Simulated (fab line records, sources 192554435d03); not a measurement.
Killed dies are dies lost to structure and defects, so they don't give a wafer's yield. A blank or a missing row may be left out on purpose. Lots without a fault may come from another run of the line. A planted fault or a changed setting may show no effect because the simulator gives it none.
Chamber matching | flow n5_finfet | N5_BEOL_M4_ETCH_69 on rie_diel-04: 4 sister chambers
The step etches SiARC in CF4, target depth 15.6 nm, time 26 s. 16 wafers are shown with their chamber, then 8 later ones without.

WAFERS WITH THEIR CHAMBER
wafer  | chamber | drypump_motor_current_A (A) | throttle_valve_pct (%) | showerhead_plenum_p_Torr (Torr)
L076.1 | 2       | 5.5                         | 15.30                  | 2.08
L076.4 | 0       | 6.1                         | 15.70                  | 2.11
L076.6 | 0       | 6.0                         | 15.71                  | 2.11
L080.2 | 3       | 4.9                         | 15.69                  | 2.05
L080.4 | 1       | 5.4                         | 15.43                  | 2.08
L080.5 | 1       | 5.4                         | 15.43                  | 2.08
L086.3 | 1       | 5.4                         | 15.48                  | 2.08
L086.4 | 0       | 6.0                         | 15.77                  | 2.10
L086.6 | 1       | 5.4                         | 15.46                  | 2.08
L088.1 | 2       | 5.5                         | 15.32                  | 2.07
L088.4 | 2       | 5.5                         | 15.32                  | 2.07
L088.5 | 1       | 5.4                         | 15.46                  | 2.07
L089.2 | 2       | 5.5                         | 15.34                  | 2.07
L089.4 | 3       | 4.9                         | 15.69                  | 2.04
L089.6 | 1       | 5.4                         | 15.47                  | 2.07
L094.1 | 2       | 5.5                         | 15.37                  | 2.07

SIGNATURES (means of the wafers above)
reading                  | chamber 0 | chamber 1 | chamber 2 | chamber 3 | scatter within a chamber
drypump_motor_current_A  | 6.033     | 5.400     | 5.500     | 4.900     | 0.0236
throttle_valve_pct       | 15.7267   | 15.4550   | 15.3300   | 15.6900   | 0.0255
showerhead_plenum_p_Torr | 2.1067    | 2.0767    | 2.0720    | 2.0450    | 0.00524
Rule: a wafer's distance from a chamber is the root of the sum, over the readings, of the square of ((its reading less the chamber's mean) divided by the reading's scatter). The wafer belongs to the nearest chamber; if the next one is less than 2 further off, it can't be placed. The scatter: the root of (the sum of the squares of (reading less its chamber's mean) over the shown wafers, divided by (wafers less chambers)).

WAFERS WITHOUT THEIR CHAMBER
wafer  | drypump_motor_current_A (A) | throttle_valve_pct (%) | showerhead_plenum_p_Torr (Torr)
L094.4 | 5.4                         | 15.49                  | 2.07
L094.5 | 6.0                         | 15.30                  | 2.09
L096.2 | 5.5                         | 15.36                  | 2.06
L096.3 | 4.9                         | 15.71                  | 2.04
L096.5 | 5.4                         | 15.51                  | 2.07
L097.1 | 5.5                         | 15.39                  | 2.06
L097.2 | 6.1                         | 15.33                  | 2.09
L097.3 | 5.4                         | 15.51                  | 2.07

WHICH CHAMBER EACH WENT THROUGH
wafer  | from the rows above | in truth
L094.4 | 1                   | 1
L094.5 | 0                   | 0
L096.2 | 2                   | 2
L096.3 | 3                   | 3
L096.5 | 1                   | 1
L097.1 | 2                   | 2
L097.2 | 0                   | 0
L097.3 | 1                   | 1
Placed correctly: 8 of 8. Can't be placed from these rows: 0. Placed wrongly: 0.
